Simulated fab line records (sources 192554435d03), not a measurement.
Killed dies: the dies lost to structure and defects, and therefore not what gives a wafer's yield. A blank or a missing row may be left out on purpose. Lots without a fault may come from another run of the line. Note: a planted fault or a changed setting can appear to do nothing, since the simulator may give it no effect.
Lot-split experiment -- flow n5 finfet -- 7 lots, 21 wafers read, on a route of 1938 steps

== SPLIT DETAILS ==
At N5_HKMG_FIN_CVD_62 (deposits a-Si from Si2H6, target thk 3 nm, time 20.8 s), the setting temp c was moved away from the recipe's 500 C on 10 of the 21 wafers read, by -2.1% to +2.2%. For the rest of the wafers, this setting stayed at what the recipe calls for.

The reading comes from the split's own step.

== THE READING ==
a-Si_of_HKMG_FIN_CVD_62.thk nm (the simulator's own value, which no gauge read), in nm, at N5_HKMG_FIN_CVD_62 (deposits a-Si from Si2H6, target thk 3 nm, time 20.8 s). There is no usual value for it anywhere in the file.

wafer,"tool, chamber at the split","temp c as run, C",against the recipe,"a-Si_of_HKMG_FIN_CVD_62.thk nm, nm",against lot-mates on the recipe
L075.1,"thermal cvd si-02, 0",507.3,+1.5%,3.8,no lot-mate on the recipe
L075.4,"thermal cvd si-02, 1,2",507.3,+1.5%,3.6,no lot-mate on the recipe
L075.6,"thermal cvd si-02, 1,2",507.3,+1.5%,3.6,no lot-mate on the recipe
L076.1,"thermal cvd si-01, 0",500,recipe,3,-
L076.4,"thermal cvd si-01, 1,0",490.2,-2.0%,2.2,-0.8
L076.6,"thermal cvd si-01, 1,0",490.2,-2.0%,2.2,-0.8
L078.1,"thermal cvd si-01, 1",511.1,+2.2%,4.2,+1.2
L078.2,"thermal cvd si-01, 2,1",500,recipe,3,-
L078.6,"thermal cvd si-01, 2,1",500,recipe,3,-
L085.1,"thermal cvd si-02, 0",500,recipe,3,-
L085.4,"thermal cvd si-02, 1",489.7,-2.1%,2.2,-0.8
L085.5,"thermal cvd si-02, 2",489.7,-2.1%,2,-1.0
L089.3,"thermal cvd si-02, 2",500,recipe,3,-
L089.5,"thermal cvd si-02, 0",493.1,-1.4%,2.6,-0.4
L089.6,"thermal cvd si-02, 2",493.1,-1.4%,2.4,-0.6
L093.4,"thermal cvd si-02, 0,2,1",500,recipe,3,-
L093.5,"thermal cvd si-02, 0,2,1",500,recipe,3,-
L093.6,"thermal cvd si-02, 0,2,1",500,recipe,3,-
L097.3,"thermal cvd si-02, 2,2,1",500,recipe,3,-
L097.5,"thermal cvd si-02, 2,2,1",500,recipe,3,-
L097.6,"thermal cvd si-02, 2,2,1",500,recipe,3,-
Where a row lists several chambers, the file gives one row for several wafers and doesn't say which wafer went through which chamber.

THE FIT
A straight line over all 21 wafers: a-Si_of_HKMG_FIN_CVD_62.thk nm changes by +0.445 nm for each +1% of temp c; r = +0.99; the points scatter about the line by 0.082 nm.
The same after taking each lot's own level away (the mean of its wafers on the recipe; 18 wafers): +0.45 nm for each +1%; r = +0.99; scatter 0.079 nm.
On that fit, the largest move of temp c shifts the reading by 1 nm.
The lots' own levels span 3.00 to 3.00 nm.
The two slopes are in agreement: the lot-to-lot level therefore moves the slope only a little.
Check: +0.923 nm against its lot-mates is what the line predicts for one of the wafers moved furthest among these (+2.2%) when that wafer is left out of the fit. Against them it came out at +1.2 nm.

== OTHER SPLITS ON THESE WAFERS ==
Other splits were also applied to these wafers ahead of the reading. Each is held against what the fit with the lots' levels taken away leaves over:
other split on the same wafers,wafers away from the commonest value,r with a-Si_of_HKMG_FIN_CVD_62.thk nm (lot level and that fit taken away)
N5_SD_EPI_P_EPI_21 time s,7,-0.47

== FILE'S OWN FIT ==
a-Si_of_HKMG_FIN_CVD_62.thk nm changes by +0.454 nm for each +1% of temp c, r = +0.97.
